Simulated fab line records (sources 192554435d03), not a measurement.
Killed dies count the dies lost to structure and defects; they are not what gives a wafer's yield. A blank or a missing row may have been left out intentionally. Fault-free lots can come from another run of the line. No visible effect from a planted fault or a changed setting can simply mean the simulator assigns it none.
Split-lot experiment || flow n5-finfet || on a route of 1938 steps: 7 lots, 39 wafers read

## ON THE SPLIT
At N5_BEOL_M14_ILD_DEP_00 (deposits SiO2 from TEOS/O2, target thk 1119.3 nm, time 237.4 s), the setting target-thk-a was moved away from the recipe's 11193 angstrom on 6 of the 39 wafers read, by -48.0% to +53.3%. This setting was run at the recipe's value on the other wafers.

Between the split and the reading, the file records no step.

## THE READING
M14_ILD_THK at N5_BEOL_M14_THK_MEAS_01, in nm. On this fab line, fault-free wafers typically give 1125 nm with a standard deviation of 14 nm.

{"wafer": "L077.1", "tool, chamber at the split": "pecvd-04, 1", "target-thk-a as run, angstrom": 11193, "against the recipe": "recipe", "M14_ILD_THK, nm": 1112, "against lot-mates on the recipe": "-"}
{"wafer": "L077.2", "tool, chamber at the split": "pecvd-04, 2", "target-thk-a as run, angstrom": 11193, "against the recipe": "recipe", "M14_ILD_THK, nm": 1105, "against lot-mates on the recipe": "-"}
{"wafer": "L077.3", "tool, chamber at the split": "pecvd-04, 0", "target-thk-a as run, angstrom": 11193, "against the recipe": "recipe", "M14_ILD_THK, nm": 1125, "against lot-mates on the recipe": "-"}
{"wafer": "L077.4", "tool, chamber at the split": "pecvd-04, 1", "target-thk-a as run, angstrom": 11193, "against the recipe": "recipe", "M14_ILD_THK, nm": 1118, "against lot-mates on the recipe": "-"}
{"wafer": "L077.5", "tool, chamber at the split": "pecvd-04, 0", "target-thk-a as run, angstrom": 11193, "against the recipe": "recipe", "M14_ILD_THK, nm": 1131, "against lot-mates on the recipe": "-"}
{"wafer": "L077.6", "tool, chamber at the split": "pecvd-04, 2", "target-thk-a as run, angstrom": 11193, "against the recipe": "recipe", "M14_ILD_THK, nm": 1126, "against lot-mates on the recipe": "-"}
{"wafer": "L076.1", "tool, chamber at the split": "pecvd-04, 2", "target-thk-a as run, angstrom": 11193, "against the recipe": "recipe", "M14_ILD_THK, nm": 1106, "against lot-mates on the recipe": "-"}
{"wafer": "L076.2", "tool, chamber at the split": "pecvd-04, 0", "target-thk-a as run, angstrom": 11193, "against the recipe": "recipe", "M14_ILD_THK, nm": 1106, "against lot-mates on the recipe": "-"}
{"wafer": "L076.3", "tool, chamber at the split": "pecvd-04, 1", "target-thk-a as run, angstrom": 11193, "against the recipe": "recipe", "M14_ILD_THK, nm": 1107, "against lot-mates on the recipe": "-"}
{"wafer": "L076.4", "tool, chamber at the split": "pecvd-04, 1", "target-thk-a as run, angstrom": 11193, "against the recipe": "recipe", "M14_ILD_THK, nm": 1122, "against lot-mates on the recipe": "-"}
{"wafer": "L076.5", "tool, chamber at the split": "pecvd-04, 0", "target-thk-a as run, angstrom": 11193, "against the recipe": "recipe", "M14_ILD_THK, nm": 1116, "against lot-mates on the recipe": "-"}
{"wafer": "L076.6", "tool, chamber at the split": "pecvd-04, 2", "target-thk-a as run, angstrom": 11193, "against the recipe": "recipe", "M14_ILD_THK, nm": 1122, "against lot-mates on the recipe": "-"}
{"wafer": "L079.1", "tool, chamber at the split": "pecvd-01, 0", "target-thk-a as run, angstrom": 11193, "against the recipe": "recipe", "M14_ILD_THK, nm": 1114, "against lot-mates on the recipe": "-"}
{"wafer": "L079.2", "tool, chamber at the split": "pecvd-01, 2", "target-thk-a as run, angstrom": 11193, "against the recipe": "recipe", "M14_ILD_THK, nm": 1131, "against lot-mates on the recipe": "-"}
{"wafer": "L079.3", "tool, chamber at the split": "pecvd-01, 0", "target-thk-a as run, angstrom": 11193, "against the recipe": "recipe", "M14_ILD_THK, nm": 1134, "against lot-mates on the recipe": "-"}
{"wafer": "L079.4", "tool, chamber at the split": "pecvd-01, 2", "target-thk-a as run, angstrom": 11193, "against the recipe": "recipe", "M14_ILD_THK, nm": 1142, "against lot-mates on the recipe": "-"}
{"wafer": "L079.5", "tool, chamber at the split": "pecvd-01, 0", "target-thk-a as run, angstrom": 11193, "against the recipe": "recipe", "M14_ILD_THK, nm": 1133, "against lot-mates on the recipe": "-"}
{"wafer": "L079.6", "tool, chamber at the split": "pecvd-01, 2", "target-thk-a as run, angstrom": 11193, "against the recipe": "recipe", "M14_ILD_THK, nm": 1134, "against lot-mates on the recipe": "-"}
{"wafer": "L080.1", "tool, chamber at the split": "pecvd-01, 0", "target-thk-a as run, angstrom": 11193, "against the recipe": "recipe", "M14_ILD_THK, nm": 1109, "against lot-mates on the recipe": "-"}
{"wafer": "L080.2", "tool, chamber at the split": "pecvd-01, 2", "target-thk-a as run, angstrom": 11193, "against the recipe": "recipe", "M14_ILD_THK, nm": 1124, "against lot-mates on the recipe": "-"}
{"wafer": "L080.3", "tool, chamber at the split": "pecvd-01, 2", "target-thk-a as run, angstrom": 11193, "against the recipe": "recipe", "M14_ILD_THK, nm": 1137, "against lot-mates on the recipe": "-"}
{"wafer": "L080.4", "tool, chamber at the split": "pecvd-01, 0", "target-thk-a as run, angstrom": 11193, "against the recipe": "recipe", "M14_ILD_THK, nm": 1131, "against lot-mates on the recipe": "-"}
{"wafer": "L080.5", "tool, chamber at the split": "pecvd-01, 0", "target-thk-a as run, angstrom": 11193, "against the recipe": "recipe", "M14_ILD_THK, nm": 1135, "against lot-mates on the recipe": "-"}
{"wafer": "L080.6", "tool, chamber at the split": "pecvd-01, 2", "target-thk-a as run, angstrom": 11193, "against the recipe": "recipe", "M14_ILD_THK, nm": 1150, "against lot-mates on the recipe": "-"}
{"wafer": "L086.1", "tool, chamber at the split": "pecvd-04, 0", "target-thk-a as run, angstrom": 5817, "against the recipe": "-48.0%", "M14_ILD_THK, nm": 578, "against lot-mates on the recipe": -540}
{"wafer": "L086.2", "tool, chamber at the split": "pecvd-04, 2", "target-thk-a as run, angstrom": 11193, "against the recipe": "recipe", "M14_ILD_THK, nm": 1106, "against lot-mates on the recipe": "-"}
{"wafer": "L086.3", "tool, chamber at the split": "pecvd-04, 1", "target-thk-a as run, angstrom": 5817, "against the recipe": "-48.0%", "M14_ILD_THK, nm": 578, "against lot-mates on the recipe": -540}
{"wafer": "L086.4", "tool, chamber at the split": "pecvd-04, 1", "target-thk-a as run, angstrom": 5817, "against the recipe": "-48.0%", "M14_ILD_THK, nm": 590, "against lot-mates on the recipe": -528}
{"wafer": "L086.5", "tool, chamber at the split": "pecvd-04, 0", "target-thk-a as run, angstrom": 11193, "against the recipe": "recipe", "M14_ILD_THK, nm": 1126, "against lot-mates on the recipe": "-"}
{"wafer": "L086.6", "tool, chamber at the split": "pecvd-04, 2", "target-thk-a as run, angstrom": 11193, "against the recipe": "recipe", "M14_ILD_THK, nm": 1123, "against lot-mates on the recipe": "-"}
{"wafer": "L085.1", "tool, chamber at the split": "pecvd-04, 0", "target-thk-a as run, angstrom": 11193, "against the recipe": "recipe", "M14_ILD_THK, nm": 1110, "against lot-mates on the recipe": "-"}
{"wafer": "L085.2", "tool, chamber at the split": "pecvd-04, 1", "target-thk-a as run, angstrom": 17160, "against the recipe": "+53.3%", "M14_ILD_THK, nm": 1711, "against lot-mates on the recipe": "+578"}
{"wafer": "L085.3", "tool, chamber at the split": "pecvd-04, 2", "target-thk-a as run, angstrom": 17160, "against the recipe": "+53.3%", "M14_ILD_THK, nm": 1716, "against lot-mates on the recipe": "+583"}
{"wafer": "L085.4", "tool, chamber at the split": "pecvd-04, 1", "target-thk-a as run, angstrom": 11193, "against the recipe": "recipe", "M14_ILD_THK, nm": 1143, "against lot-mates on the recipe": "-"}
{"wafer": "L085.5", "tool, chamber at the split": "pecvd-04, 2", "target-thk-a as run, angstrom": 17160, "against the recipe": "+53.3%", "M14_ILD_THK, nm": 1725, "against lot-mates on the recipe": "+592"}
{"wafer": "L085.6", "tool, chamber at the split": "pecvd-04, 0", "target-thk-a as run, angstrom": 11193, "against the recipe": "recipe", "M14_ILD_THK, nm": 1145, "against lot-mates on the recipe": "-"}
{"wafer": "L094.2", "tool, chamber at the split": "pecvd-01, 1", "target-thk-a as run, angstrom": 11193, "against the recipe": "recipe", "M14_ILD_THK, nm": 1105, "against lot-mates on the recipe": "-"}
{"wafer": "L094.4", "tool, chamber at the split": "pecvd-01, 2", "target-thk-a as run, angstrom": 11193, "against the recipe": "recipe", "M14_ILD_THK, nm": 1117, "against lot-mates on the recipe": "-"}
{"wafer": "L094.5", "tool, chamber at the split": "pecvd-01, 1", "target-thk-a as run, angstrom": 11193, "against the recipe": "recipe", "M14_ILD_THK, nm": 1126, "against lot-mates on the recipe": "-"}

FIT RESULTS
A straight line over all 39 wafers: M14_ILD_THK changes by +11.2 nm for each +1% of target-thk-a; r = +1.00; the points scatter about the line by 12 nm.
The same after taking each lot's own level away (the mean of its wafers on the recipe; 39 wafers): +11.1 nm for each +1%; r = +1.00; scatter 10 nm.
Per that fit: largest target-thk-a move, reading shift of 5.9e+02 nm.
From 1113.2 to 1132.7 nm: that is the span of the lots' own levels, equal to 1.4 times the standard deviation above.
The two slopes are in agreement: the lot-to-lot level therefore moves the slope only a little.
Check: +591 nm against its lot-mates is what the line predicts for one of the wafers moved furthest among these (+53.3%) when that wafer is left out of the fit. Against them it came out at +578 nm.

## THE WHOLE CHAIN: every reading that the file lists as answering this split, in the file's order
{"step": "N5_BEOL_M14_ILD_DEP_00", "what it does": "deposits SiO2 from TEOS/O2, target thk 1119.3 nm, time 237.4 s", "reading": "SiO2_of_BEOL_M14_ILD_DEP_00.thk-nm (the simulator's own value, which no gauge read)", "change (the file's fit)": "+11.1 nm for each +1% of the setting", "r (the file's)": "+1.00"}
{"step": "N5_BEOL_M14_THK_MEAS_01", "what it does": "", "reading": "M14_ILD_THK", "change (the file's fit)": "+11.1 for each +1% of the setting", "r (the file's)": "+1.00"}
{"step": "N5_BEOL_M14_VIA_ETCH_16", "what it does": "etches SiO2 in C4F8/O2/Ar, target depth 1231.3 nm", "reading": "etch.depth-nm (the simulator's own value, which no gauge read)", "change (the file's fit)": "+11.1 nm for each +1% of the setting", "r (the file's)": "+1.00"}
{"step": "N5_BEOL_M14_VIA_ETCH_16", "what it does": "etches SiO2 in C4F8/O2/Ar, target depth 1231.3 nm", "reading": "coat_of_BEOL_M14_COAT_04.thk-nm (the simulator's own value, which no gauge read)", "change (the file's fit)": "-2.46 nm for each +1% of the setting", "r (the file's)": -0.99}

## THE FILE'S OWN FIT
M14_ILD_THK changes by +11.1 nm for each +1% of target-thk-a, r = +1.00.
